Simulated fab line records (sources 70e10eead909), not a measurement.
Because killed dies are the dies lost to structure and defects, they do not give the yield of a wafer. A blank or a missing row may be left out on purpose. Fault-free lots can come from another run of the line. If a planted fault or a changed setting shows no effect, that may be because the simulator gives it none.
Chamber matching + flow nand_harc + 3 sister chambers for NHARC_A_STAIRCASE_DEP_301 on pecvd-03
The step deposits SiON, target thk 30 nm. 3 wafers are shown with their chamber, then 7 later ones without.

== WAFERS PAIRED WITH THEIR CHAMBERS ==
| wafer  | chamber | showerhead_vpp_V (V) |
|--------|---------|----------------------|
| L225.6 | 1       | 1083                 |
| L224.1 | 2       | 1150                 |
| L224.2 | 0       | 1142                 |

== WAFERS WITH NO CHAMBER GIVEN ==
| wafer  | showerhead_vpp_V (V) |
|--------|----------------------|
| L224.6 | 1157                 |
| L227.4 | 1154                 |
| L227.5 | 1063                 |
| L227.6 | 1141                 |
| L228.1 | 1153                 |
| L228.2 | 1080                 |
| L228.5 | 1154                 |

== WHICH CHAMBER EACH ONE RAN IN ==
| wafer  | from the rows above     | in truth |
|--------|-------------------------|----------|
| L224.6 | can't be placed: 2 or 0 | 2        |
| L227.4 | can't be placed: 2 or 0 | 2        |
| L227.5 | 1                       | 1        |
| L227.6 | can't be placed: 0 or 2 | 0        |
| L228.1 | can't be placed: 2 or 0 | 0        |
| L228.2 | 1                       | 1        |
| L228.5 | can't be placed: 2 or 0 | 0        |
2 of 7 placed correctly. From these rows, 5 cannot be placed; in 5 the true chamber is one of the candidates. Number placed wrongly: 0.
How it was worked out, from the rows above alone: a wafer's distance from a chamber is the root of the sum, over the readings, of the square of ((its reading less the chamber's mean) divided by the reading's scatter). The wafer belongs to the nearest chamber; if the next one is less than 2 further off, it can't be placed. A chamber's mean is the mean of its shown wafers. The scatter: with one shown wafer a chamber, the root of the mean of the squares of how far each hidden wafer lies from its nearest shown one.
